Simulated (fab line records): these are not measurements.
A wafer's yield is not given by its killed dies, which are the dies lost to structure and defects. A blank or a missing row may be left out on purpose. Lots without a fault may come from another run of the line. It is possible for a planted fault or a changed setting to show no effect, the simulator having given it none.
Comparing a struck lot with a sound one + flow n5-finfet + 21 steps out of a route of 1938
Sound: these wafers, L216.2, L216.5, L216.6. Wafers struck: L223.2, L223.4, L223.5. The cause is given at the end.
Per side, at each step with rows, come the tool, then ch with its chambers, and then its first start. Under that, the readings that differ: sound wafers + struck wafers + difference of the means + sigmas: that difference in standard deviations of wafers without a fault.
alike: same words and numbers on both sides, and readings whose means sit less than 2 such deviations apart. not compared: any withheld reading, any reading some wafer has no value for, any bound like >300 that may hide the same value, and any number with overlapping values for which the record gives no deviation.
Wherever a step has rows on one side only, a row that says differs or no value, or a row with sigmas, the two part there. Numbers that don't overlap but have no deviation are shown without sigmas and don't part them. A reading that every wafer of one side lacks parts them only if that side has two wafers or more.

first, 9 steps without rows for these wafers: N5_MOL_CONTACT_COAG_CMP_23 (polishes, stops on SiO2, t overpolish 1.5 s, target thk 0 nm); N5_MOL_CONTACT_COAG_WET_ETCH_26 (target Co, target depth 13 nm); N5_MOL_CONTACT_COAG_WET_ETCH_116 (etches the open film in SC1-inhibited, target depth 4.6 nm, rinse time 30 s); N5_MOL_CONTACT_COAG_ALD_27 (deposits SiOC, target thk 17 nm, pulse time 1.5 s, time 2720 s); N5_MOL_CONTACT_COAG_CMP_28 (polishes, stops on SiNx, t overpolish 0.85 s, target thk 14.522 nm); N5_MOL_CONTACT_COAG_ALD_123 (deposits SiNx, target thk 5 nm, pulse time 1 s, purge time 2 s); N5_MOL_CONTACT_COAG_PECVD_31 (deposits SiO2 from TEOS/O2, target thk 46 nm, time 8.9 s); N5_MOL_CONTACT_COAG_COAT_75 (time 60 s, resist thk 60 nm); N5_MOL_CONTACT_COAG_COAT_76 (time 60 s, resist thk 10 nm).
N5_MOL_CONTACT_COAG_COAT_77: time 60 s, resist thk 10 nm.
  sound on litho-track-05 ch 0, day 7 06:35; struck on litho-track-05 ch 0, day 8 20:53
| reading              | sound                | struck               | difference | sigmas |
|----------------------|----------------------|----------------------|------------|--------|
| spin-speed-rpm (rpm) | 1500.4 1500.3 1500.7 | 1533.7 1532.7 1534.3 | +33.1      | +36    |
then, 7 steps without rows for these wafers: N5_MOL_CONTACT_COAG_COAT_78 (resist thk 40 nm); N5_MOL_CONTACT_COAG_EBR_80; N5_MOL_CONTACT_COAG_SOFTBAKE_79 (time 60 s); N5_MOL_CONTACT_COAG_EXPOSE_81 (exposes mask VG, defocus 0 nm); N5_MOL_CONTACT_COAG_PEB_82 (peb time 60 s); N5_MOL_CONTACT_COAG_DEVELOP_83 (develop time 30 s); N5_MOL_CONTACT_COAG_DESCUM_88 (chemistry O2, time 7 s).
N5_MOL_CONTACT_COAG_ETCH_89: etches underlayer in N2/H2, target depth 13 nm, time 10.4 s.
  sound on rie-diel-05 ch 0,1,3, day 7 07:14; struck on rie-diel-03 ch 0,2, day 8 21:53
| reading                  | sound             | struck            | difference | sigmas |
|--------------------------|-------------------|-------------------|------------|--------|
| model.etch.depth-nm (nm) | 10.03 10.03 10.07 | 9.934 9.932 9.918 | -0.115     |        |
  alike: drypump-motor-current-A, etch-rf-on-time-s, oes-product-au, rf-fwd-power-W, rf-vpp-V, showerhead-plenum-p-Torr, throttle-valve-pct
  not compared: rf-hours-counter-h
then, 1 step without rows for these wafers: N5_MOL_CONTACT_COAG_ETCH_90 (etches SiARC in CF4, target depth 13 nm, time 21.7 s).
-- here the record skips 5 days between the struck wafers' starts before and after, leaving off in module MOL_CONTACT_COAG and picking up in module BEOL_M4 (first step shown: number 1111 of the route) --
N5_BEOL_M4_RC_MEAS_101:
  sound on prober-02 ch 0, day 11 23:04; struck on prober-01 ch 0, day 13 14:05
  alike: DIBL_N, DIBL_P, IOFF_N, IOFF_P, ION_N, ION_P, SS_N, SS_P, VT_N, VT_P
-- a jump in the record: the struck wafers' starts before and after are 5 days apart (it breaks off in module BEOL_M4 and resumes in module PASSIVATION, where the first step shown is number 1936 of the route) --
N5_PASSIVATION_PROBE_49:
  the record has rows for the struck wafers here (prober-02, day 18 05:36) and none for the sound ones

WHERE THEY PART
Earliest at N5_MOL_CONTACT_COAG_COAT_77; latest, in this record, at N5_PASSIVATION_PROBE_49.

WHY: what had been put in by the simulator
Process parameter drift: litho-track-05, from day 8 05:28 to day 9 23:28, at N5_MOL_CONTACT_COAG_COAT_77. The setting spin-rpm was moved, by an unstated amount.
